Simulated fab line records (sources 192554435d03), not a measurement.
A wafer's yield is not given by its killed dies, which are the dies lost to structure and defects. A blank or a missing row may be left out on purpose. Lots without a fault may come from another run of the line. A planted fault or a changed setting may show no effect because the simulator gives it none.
fab line records    flow n5Finfet
record lots=8  wafers=24  lastDay=18
route steps=1938 shown STI_FIN_REVEAL@190 BEOL_M4@1111
lots with no fault: from the same line, run without faults
startH: hours from the record's opening day to when the first of the lot's shown wafers began    waitH: time in hours since the lot's previous step    " identical to the entry in the row above    L1.1+2: a row that stands for several wafers    - no value, or no start given    * or withheld: withheld    < > ~ a bound
route shown NAME@n: names a module that has steps shown in the file, with the first one's number in the route    usual: the fault-free wafers' mean and standard deviation    same: alike in all rows    chamber/n: place in a boat    sites: readings site by site    _std_site: standard deviation across them    _edge_site: inner sites' mean taken away from outer sites' mean    radiusMm: for every site, how far away it sits from the centre of the wafer    mask NAME#n: copy n    behind: the tool/chamber that last shaped the wafer    hold: reason for holding the lot/hours on hold/outcome of the hold    device: which transistor (n, p or np) failed to switch    end of line: at the end of the route, the tests of the same wafers    a step given without rows: its recipe and nothing more    killed: count of dies lost to structure and defects at first sort (not the wafer's yield)    map: per-die view of a wafer (x killed, . not killed, _ where there is no die)
set.NAME: the setting that was run; set.NAME@STEP: the one run at that earlier step    model.NAME: the simulator's own value behind a step, which no gauge read
route steps across a sampled set of lots; one table per step, one row per wafer
services: the hour from which a tool's chamber was out of use, counted from the record's first day as startH (under 0 if before that day), plus the number of hours and why
## steps
# step N5_STI_FIN_REVEAL_ETCHBACK_08
# recipe chemistry=C4F6/O2  target=SiO2  targetDepthA=305  timeS=10.167  ionEnergyEv=250  pressureMtorr=30  sourceW=345  biasW=185  Ar_flow_sccm=300  C4F6_flow_sccm=10  O2_flow_sccm=10
# usual drypumpMotorCurrentA=5.7/0.49  mfcArSccm=300.1/0.92  oes_ar_750_au=0.76/0.065  oes_f_703_au=0.76/0.066  oesProductAu=0.76/0.069  rfVppV=669/5.5  showerheadPlenumPTorr=2.84/0.094  throttleValvePct=21.24/0.21
lot.wafer  tool        chamber  startH  waitH  drypumpMotorCurrentA  mfcArSccm  oes_ar_750_au  oes_f_703_au  oesProductAu  rfHoursCounterH  rfVppV  showerheadPlenumPTorr  throttleValvePct
L643.1     rieDiel-05  2        88.01   0.2    5.1                   299.3      0.75           0.75          0.75          150              660     2.73                   20.79
L643.3     "           0        "       "      5.6                   301.0      0.72           0.71          0.71          192              673     2.83                   21.34
L643.6     "           0        "       "      5.6                   300.4      0.71           0.71          0.71          -                673     2.83                   21.32
L645.4     rieDiel-05  0        101.18  0.3    5.7                   299.9      0.71           0.70          0.71          196              674     2.83                   21.32
L645.5     "           3        "       "      5.9                   300.7      0.74           0.72          0.73          -                668     2.74                   21.16
L645.6     "           2        "       "      5.1                   300.9      0.74           0.75          0.74          -                663     2.72                   20.82
L646.3     rieDiel-01  0        106.26  0.2    6.3                   297.8      0.74           0.74          0.73          171              666     2.84                   21.43
L646.4     "           1        "       "      5.2                   300.4      0.80           0.79          0.80          112              671     2.75                   21.49
L646.5     "           3        "       "      5.8                   300.2      0.77           0.77          0.78          -                679     2.97                   21.33
L649.1     rieDiel-01  2        124.91  0.2    5.1                   298.9      0.75           0.75          0.75          157              667     2.85                   21.20
L649.4     "           3        "       "      5.7                   300.8      0.77           0.77          0.77          154              679     2.96                   21.33
L649.6     "           2        "       "      5.1                   298.7      0.75           0.75          0.75          -                668     2.85                   21.18
L650.1     rieDiel-02  1        132.59  0.2    5.8                   301.2      0.85           0.85          0.85          60               671     3.00                   21.34
L650.3     "           2        "       "      6.8                   301.6      0.70           0.71          0.69          227              660     2.93                   21.49
L650.4     "           0        "       "      5.9                   299.6      0.68           0.68          0.67          242              675     2.80                   21.47
L655.2     rieDiel-05  3        162.91  0.2    5.9                   299.4      0.71           0.70          0.72          175              667     2.73                   21.20
L655.4     "           2        "       "      5.1                   298.6      0.72           0.73          0.73          174              660     2.71                   20.83
L655.6     "           3        "       "      5.9                   299.5      0.71           0.70          0.73          -                667     2.73                   21.20
L656.2     rieDiel-02  1        168.63  0.2    5.8                   299.8      0.84           0.82          0.84          73               671     2.99                   21.35
L656.3     "           2        "       "      6.7                   299.4      0.69           0.70          0.68          238              657     2.92                   21.51
L656.5     "           1        "       "      5.7                   298.9      0.83           0.82          0.83          -                671     2.99                   21.38
L657.4     rieDiel-05  0        171.32  0.1    5.6                   299.9      0.69           0.69          0.68          222              673     2.82                   21.35
L657.5     "           2        "       "      5.1                   300.7      0.73           0.73          0.72          -                663     2.71                   20.83
L657.6     "           1        "       "      5.2                   301.3      0.85           0.85          0.85          -                669     2.76                   21.03
# step N5_STI_FIN_REVEAL_STRIP_24
# recipe chemistry=N2/H2  timeS=90  powerW=100  tempC=40  pressureMtorr=100  rfFrequencyHz=6e+07  biasPowerW=3  n2FlowSccm=300  h2FlowSccm=300
# usual drypumpMotorCurrentA=5.7/0.49  oesProductAu=0.76/0.068  rfVppV=45.3/0.89  showerheadPlenumPTorr=3.37/0.11  tempC=39.99/0.1  throttleValvePct=12.31/0.2
lot.wafer  tool        chamber  startH  waitH  drypumpMotorCurrentA  oesProductAu  rfHoursCounterH  rfVppV  showerheadPlenumPTorr  tempC  throttleValvePct
L643.1     rieDiel-05  2        88.05   0.0    5.1                   0.75          150              44.1    3.24                   40.12  11.99
L643.3     "           0        "       "      5.6                   0.72          192              44.9    3.35                   40.17  12.43
L643.6     "           0        "       "      5.7                   0.71          -                43.5    3.35                   40.17  12.44
L645.4     rieDiel-05  0        101.22  0.0    5.6                   0.70          196              44.8    3.35                   39.94  12.44
L645.5     "           3        "       "      5.9                   0.74          -                45.2    3.25                   40.23  12.20
L645.6     "           2        "       "      5.1                   0.74          -                44.7    3.24                   39.85  12.00
L646.3     rieDiel-01  0        106.30  0.0    6.3                   0.73          171              45.2    3.35                   39.94  12.42
L646.4     "           1        "       "      5.2                   0.80          112              44.9    3.27                   39.87  12.58
L646.5     "           3        "       "      5.7                   0.77          -                46.6    3.53                   40.08  12.32
L649.1     rieDiel-01  2        124.95  0.0    5.1                   0.75          157              44.6    3.38                   40.10  12.32
L649.4     "           3        "       "      5.8                   0.77          154              46.0    3.52                   40.03  12.32
L649.6     "           2        "       "      5.1                   0.74          -                45.7    3.38                   39.94  12.30
L650.1     rieDiel-02  1        132.63  0.0    5.8                   0.85          60               43.4    3.57                   40.03  12.29
L650.3     "           2        "       "      6.8                   0.69          227              44.5    3.47                   40.02  12.60
L650.4     "           0        "       "      5.9                   0.67          242              45.0    3.33                   39.84  12.57
L655.2     rieDiel-05  3        162.95  0.0    5.9                   0.72          175              45.6    3.24                   39.95  12.28
L655.4     "           2        "       "      5.1                   0.72          174              45.9    3.23                   40.13  12.02
L655.6     "           3        "       "      5.9                   0.72          -                44.6    3.24                   39.80  12.27
L656.2     rieDiel-02  1        168.66  0.0    5.8                   0.84          73               46.3    3.56                   39.98  12.32
L656.3     "           2        "       "      6.8                   0.69          238              45.5    3.47                   40.00  12.62
L656.5     "           1        "       "      5.8                   0.84          -                45.4    3.56                   39.95  12.32
L657.4     rieDiel-05  0        171.36  0.0    5.7                   0.69          222              45.9    3.34                   39.97  12.51
L657.5     "           2        "       "      5.1                   0.72          -                44.6    3.23                   39.90  12.05
L657.6     "           1        "       "      5.3                   0.85          -                45.2    3.29                   40.05  12.06
# step N5_STI_FIN_REVEAL_ETCH_34
# recipe chemistry=H2  mode=isotropic  material=Si  target=Si  targetDepthA=9.7  tempC=20  pressureMtorr=4.5  icpW=300  biasW=0  h2FlowSccm=7.5  heFlowSccm=142.5
# usual drypumpMotorCurrentA=5.9/0.4  oesProductAu=1.005/0.016  tempC=19.98/0.1  throttleValvePct=25.9/0.3
lot.wafer  tool      chamber  startH  waitH  drypumpMotorCurrentA  oesProductAu  rfHoursCounterH  tempC  throttleValvePct
L643.1     rieSi-03  2        90.39   0.2    6.1                   1.024         2                20.13  25.4
L643.3     "         0        "       "      5.5                   1.029         75               19.82  26.3
L643.6     "         2        "       "      6.1                   1.020         -                20.01  25.5
L645.4     rieSi-04  1        103.64  0.1    5.4                   1.013         196              19.87  25.7
L645.5     "         0        "       "      4.9                   0.997         -                19.90  26.0
L645.6     "         1        "       "      5.4                   1.015         -                19.91  25.8
L646.3     rieSi-06  2        108.60  0.1    5.8                   1.009         184              19.70  25.6
L646.4     "         3        "       "      6.2                   1.020         64               20.01  25.5
L646.5     "         2        "       "      5.8                   1.020         -                19.78  25.7
L649.1     rieSi-03  3        127.26  0.2    6.3                   1.007         27               20.14  25.6
L649.4     "         2        "       "      6.1                   1.022         3                19.96  25.5
L649.6     "         2        "       "      6.1                   1.017         -                20.14  25.5
L650.1     rieSi-03  2        134.94  0.2    6.1                   1.007         3                19.93  25.5
L650.3     "         3        "       "      6.3                   1.005         27               20.01  25.6
L650.4     "         0        "       "      5.5                   1.040         76               19.94  26.3
L655.2     rieSi-03  1        165.25  0.1    5.5                   0.996         72               20.01  26.4
L655.4     "         3        "       "      6.3                   0.982         27               19.85  25.6
L655.6     "         0        "       "      5.5                   1.015         -                19.84  26.3
L656.2     rieSi-04  3        170.97  0.1    5.9                   0.984         103              20.06  26.1
L656.3     "         2        "       "      5.6                   0.973         126              20.15  25.9
L656.5     "         3        "       "      5.9                   1.001         -                19.99  26.1
L657.4     rieSi-03  3        173.73  0.1    6.3                   1.000         27               20.07  25.6
L657.5     "         2        "       "      6.1                   1.019         -                20.00  25.5
L657.6     "         3        "       "      6.3                   1.005         -                19.85  25.6
# step N5_STI_FIN_REVEAL_FIN_H_MEAS_10
# usual trenchDepthNm=52.0/0.5
lot.wafer  tool    chamber  startH  waitH  trenchDepthNm
L643.1     ocd-02  -        91.00   0.0    57.6
L643.3     "       -        "       "      57.6
L643.6     "       -        "       "      58.3
L645.4     ocd-02  -        104.34  0.0    57.5
L645.5     "       -        "       "      58.7
L645.6     "       -        "       "      57.9
L646.3     ocd-01  -        109.21  0.0    51.7
L646.4     "       -        "       "      52.2
L646.5     "       -        "       "      52.5
L649.1     ocd-02  -        127.86  0.0    51.8
L649.4     "       -        "       "      52.1
L649.6     "       -        "       "      51.3
L650.1     ocd-01  -        135.55  0.0    52.0
L650.3     "       -        "       "      52.3
L650.4     "       -        "       "      51.7
L655.2     ocd-01  -        165.86  0.0    51.3
L655.4     "       -        "       "      50.8
L655.6     "       -        "       "      52.1
L656.2     ocd-02  -        171.58  0.0    51.6
L656.3     "       -        "       "      51.6
L656.5     "       -        "       "      51.0
L657.4     ocd-02  -        174.40  0.0    51.6
L657.5     "       -        "       "      51.4
L657.6     "       -        "       "      52.0
# step N5_STI_FIN_REVEAL_INSPECT_13
# recipe inspectInstrument=darkfield  mode=postClean
# usual rawDefectCount=12/4.7
lot.wafer  tool              chamber  startH  waitH  rawDefectCount
L643.1     defectInspect-01  -        91.08   0.0    17
L643.3     "                 -        "       "      8
L643.6     "                 -        "       "      30
L645.4     defectInspect-01  -        104.42  0.0    6
L645.5     "                 -        "       "      10
L645.6     "                 -        "       "      4
L646.3     defectInspect-02  -        109.30  0.0    15
L646.4     "                 -        "       "      14
L646.5     "                 -        "       "      14
L649.1     defectInspect-01  -        127.95  0.0    12
L649.4     "                 -        "       "      21
L649.6     "                 -        "       "      7
L650.1     defectInspect-02  -        135.64  0.0    14
L650.3     "                 -        "       "      6
L650.4     "                 -        "       "      12
L655.2     defectInspect-01  -        165.95  0.0    10
L655.4     "                 -        "       "      10
L655.6     "                 -        "       "      19
L656.2     defectInspect-01  -        171.67  0.0    8
L656.3     "                 -        "       "      12
L656.5     "                 -        "       "      7
L657.4     defectInspect-02  -        174.49  0.0    15
L657.5     "                 -        "       "      4
L657.6     "                 -        "       "      15
# step N5_BEOL_M4_RC_MEAS_101
# usual DIBL_N=35.8/1.4  DIBL_P=35.8/1.6  IOFF_N=0.152/0.021  IOFF_P=0.204/0.027  ION_N=672/8.7  ION_P=461/6.2  SS_N=71.5/0.54  SS_P=73.1/0.57  VT_N=250.0/2.5  VT_P=-250.6/2.7
lot.wafer  tool       chamber  startH  waitH  DIBL_N[mV/V]  DIBL_P[mV/V]  IOFF_N[nA/um]  IOFF_P[nA/um]  ION_N[uA/um]  ION_P[uA/um]  SS_N[mV/dec]  SS_P[mV/dec]  VT_N[mV]  VT_P[mV]
L643.1     prober-02  0        230.76  0.0    36.2          36.2          0.169          0.197          726           490           70.9          72.7          246.3     -251.8
L643.3     "          0        "       "      34.5          34.9          0.144          0.175          723           493           71.3          72.3          248.5     -252.0
L643.6     "          0        "       "      33.9          33.4          0.131          0.156          722           486           71.2          72.7          250.2     -254.2
L646.3     prober-01  0        241.49  0.3    36.2          36.1          0.148          0.185          660           450           71.7          73.4          250.4     -254.4
L646.4     "          0        "       "      35.8          35.8          0.143          0.178          672           460           71.3          73.4          250.5     -254.1
L646.5     "          0        "       "      35.5          34.8          0.141          0.175          667           459           71.3          73.7          252.3     -250.3
L645.4     prober-01  0        263.83  0.5    33.3          33.6          0.135          0.177          713           492           71.2          73.1          251.2     -251.2
L645.5     "          0        "       "      33.7          34.4          0.131          0.179          708           497           71.9          72.9          250.6     -251.0
L645.6     "          0        "       "      33.5          33.6          0.128          0.171          720           493           71.2          73.2          253.9     -251.9
L649.1     prober-01  0        269.51  0.0    38.6          36.3          0.179          0.204          673           459           72.2          73.7          247.4     -250.7
L649.4     "          0        "       "      38.7          37.7          0.189          0.214          679           462           71.7          73.7          246.5     -251.5
L649.6     "          0        "       "      38.4          36.6          0.187          0.213          678           456           72.4          74.0          247.7     -249.0
L650.1     prober-02  0        269.62  0.0    34.4          35.1          0.130          0.181          669           459           71.3          72.5          252.1     -254.1
L650.3     "          0        "       "      34.2          34.7          0.122          0.163          657           454           70.9          72.5          253.9     -255.6
L650.4     "          0        "       "      34.6          34.9          0.126          0.170          659           455           71.3          72.5          254.7     -256.3
L655.2     prober-01  0        308.32  0.2    37.1          36.6          0.175          0.236          681           469           71.5          73.4          250.5     -247.9
L655.4     "          0        "       "      37.5          37.4          0.194          0.260          680           468           71.4          74.0          246.3     -245.3
L655.6     "          0        "       "      37.0          37.1          0.192          0.255          692           478           70.6          73.7          244.7     -246.4
L657.4     prober-01  0        309.90  0.5    35.5          34.8          0.152          0.199          663           452           72.0          72.9          249.4     -251.6
L657.5     "          0        "       "      36.2          35.3          0.175          0.220          669           461           72.1          72.5          246.1     -247.8
L657.6     "          0        "       "      35.4          34.3          0.147          0.200          670           460           71.0          72.5          251.8     -249.4
L656.2     prober-02  0        316.41  0.2    36.5          34.4          0.165          0.203          681           463           71.1          74.1          247.6     -251.2
L656.3     "          0        "       "      36.4          34.3          0.173          0.205          680           457           71.3          72.7          247.0     -249.2
L656.5     "          0        "       "      36.7          34.6          0.174          0.209          670           466           71.8          73.6          247.0     -248.4
## services
tool        chamber  startH  hours  kind
rieDiel-02  -        82.84   0.6    repair
rieDiel-01  2        94.27   9.5    repair
rieSi-03    3        112.25  5.7    repair
rieSi-04    1        123.08  -      clean
rieSi-04    1        123.08  19.8   scheduledDown
rieSi-04    1        123.08  19.8   ventCycle
rieDiel-02  2        123.29  4.0    repair
rieSi-04    2        159.35  9.5    repair
rieDiel-02  0        163.18  3.9    repair
rieDiel-02  0        167.15  -      clean
rieDiel-02  0        167.15  -      consumableReplace:focusRing
rieDiel-02  0        167.15  24.5   scheduledDown
rieDiel-02  0        167.15  24.5   ventCycle
rieSi-03    3        167.32  5.0    repair
rieSi-06    -        171.06  2.8    pm
## key
firstSign step=N5_STI_FIN_REVEAL_FIN_H_MEAS_10  reading=trenchDepthNm  direction=up  sigmas=12  usual=52.0  struck=57.9
effect step=N5_BEOL_M4_RC_MEAS_101  reading=ION_N  direction=up  sigmas=5.3  usual=672  struck=719
effect step=N5_BEOL_M4_RC_MEAS_101  reading=ION_P  direction=up  sigmas=4.9  usual=461  struck=492
metAt N5_STI_FIN_REVEAL_ETCHBACK_08
struckLots L643,L645
notActingAt N5_STI_FIN_REVEAL_STRIP_24,N5_STI_FIN_REVEAL_ETCH_34,N5_STI_FIN_REVEAL_INSPECT_13
fault kind=processParameterDrift  tool=rieDiel-05  chamber=-  onsetH=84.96  steps=N5_STI_FIN_REVEAL_ETCHBACK_08  channel=timeS  offset=*  shape=step  endH=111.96  actsIn=*  stated=*
